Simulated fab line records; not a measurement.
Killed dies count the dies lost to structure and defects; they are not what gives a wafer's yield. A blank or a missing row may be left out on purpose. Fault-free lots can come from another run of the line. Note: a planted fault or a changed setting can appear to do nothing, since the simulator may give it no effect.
Matching of chambers	flow n5Finfet	4 sister chambers for N5_BEOL_M6_CMP_52 on cmp-01
The step polishes, stops on SiCOH lowk, t overpolish 6.9 s, target thk 80 nm. 4 wafers are shown with their chamber, then 11 later ones without.

## WAFERS WITH THEIR CHAMBER
wafer	chamber	motorCurrentA (A)
L083.6	1	5.2
L088.4	2	5.6
L091.6	0	5.9
L093.1	3	5.5

## WAFERS WITH NO CHAMBER GIVEN
wafer	motorCurrentA (A)
L093.3	5.3
L093.4	6.1
L094.1	5.4
L094.5	5.1
L094.6	5.5
L095.2	5.3
L095.5	5.0
L095.6	5.6
L096.1	5.2
L096.2	6.3
L096.3	5.5

## WHICH CHAMBER EACH ONE RAN IN
wafer	from the rows above	in truth
L093.3	can't be placed: 1 or 3 or 2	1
L093.4	can't be placed: 0 or 2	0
L094.1	can't be placed: 3 or 2 or 1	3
L094.5	can't be placed: 1 or 3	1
L094.6	can't be placed: 3 or 2 or 1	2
L095.2	can't be placed: 1 or 3 or 2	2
L095.5	can't be placed: 1 or 3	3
L095.6	can't be placed: 2 or 3 or 0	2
L096.1	can't be placed: 1 or 3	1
L096.2	can't be placed: 0 or 2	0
L096.3	can't be placed: 3 or 2 or 1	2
Placed correctly: 0 of 11. Can't be placed from these rows: 11 (the true chamber is among the candidates in 11). Placed wrongly: 0.
How it was worked out, from the rows above alone: a wafer's distance from a chamber is the root of the sum, over the readings, of the square of ((its reading less the chamber's mean) divided by the reading's scatter). The wafer belongs to the nearest chamber; if the next one is less than 2 further off, it can't be placed. For every chamber, the mean is computed from those of its wafers that are shown. The scatter: root of mean squared gap, hidden wafer to nearest shown wafer, with one shown wafer a chamber.
